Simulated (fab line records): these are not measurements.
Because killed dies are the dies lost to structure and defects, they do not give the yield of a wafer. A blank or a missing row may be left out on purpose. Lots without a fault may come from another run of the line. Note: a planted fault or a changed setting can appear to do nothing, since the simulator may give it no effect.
What tool caused it?    flow nand-harc    6 lots, 18 wafers sampled, at 5 steps of a route of 1302

== WHAT THE GAUGES READ, wafer by wafer ==
NHARC_END_SORT_01.
lot   measured      on         killed-at-array
L469  day 26 21:25  prober-02  44 33 53

== WHAT TOOL EACH LOT RAN ON (gives the tool, then ch and the chambers of the sampled wafers, and finally the start) ==
lot   NHARC_A_WL_FILL_ETCHBACK_04        NHARC_A_WL_FILL_STRIP_27              NHARC_A_WL_FILL_ETCHBACK_26       NHARC_A_WL_FILL_CMP_12
L465  rie-metal-01 ch 0,1, day 21 11:44  plasma-asher-02 ch 0,1, day 21 12:13  rie-si-04 ch 0,3, day 22 03:54    cmp-04 ch 0,2,3, day 22 04:40
L469  rie-metal-02 ch 0,1, day 22 21:30  plasma-asher-02 ch 0,1, day 22 21:52  rie-si-04 ch 1,2,3, day 23 13:41  cmp-02 ch 1,2,3, day 23 14:22
L472  rie-metal-01 ch 0,1, day 23 13:06  plasma-asher-01 ch 0,1, day 23 13:29  rie-si-01 ch 2,3, day 24 05:59    cmp-02 ch 0,1,3, day 24 06:41
L476  rie-metal-03 ch 1, day 25 09:53    plasma-asher-01 ch 0,1, day 25 10:16  rie-si-04 ch 0,2,3, day 26 04:23  cmp-04 ch 0,3, day 26 05:01
L479  rie-metal-02 ch 0,1, day 26 16:20  plasma-asher-01 ch 0,1, day 26 16:43  rie-si-04 ch 0,2,3, day 27 09:11  cmp-02 ch 1,2, day 27 09:53
L481  rie-metal-01 ch 0,1, day 28 03:04  plasma-asher-01 ch 0,1, day 28 03:27  rie-si-04 ch 0,2, day 28 17:46    cmp-04 ch 2,3, day 28 18:32
- NHARC_A_WL_FILL_ETCHBACK_04: etches the open film in NF3, target depth 60 nm, time 120 s.
- NHARC_A_WL_FILL_STRIP_27: strips in N2/H2, time 20 s.
- NHARC_A_WL_FILL_ETCHBACK_26: etches the open film in HBr, target depth 52 nm, time 13.3 s.
- NHARC_A_WL_FILL_CMP_12: polishes, t overpolish 30 s, target thk 100 nm.

== THE ANSWER, worked out from the rows above alone ==
Rule: usual is defined by the lots themselves. The widest of any qualifying gaps counts: lots, ordered by their means at a reading, are off when they make up no more than a third of the lots, leave a main group of 4 or more, and stand apart from it by 3 or more times the standard deviation of that group's means. The tables above print the reading to a certain number of digits; a main group whose means all agree to those digits is not used. Also off: a lot with no number at a reading for which 4 or more lots have one. All remaining lots with rows at the step are treated as sound.
No lot is off on any of the readings shown, so nothing can be concluded from this.

== WHAT WAS PUT IN BY THE SIMULATOR ==
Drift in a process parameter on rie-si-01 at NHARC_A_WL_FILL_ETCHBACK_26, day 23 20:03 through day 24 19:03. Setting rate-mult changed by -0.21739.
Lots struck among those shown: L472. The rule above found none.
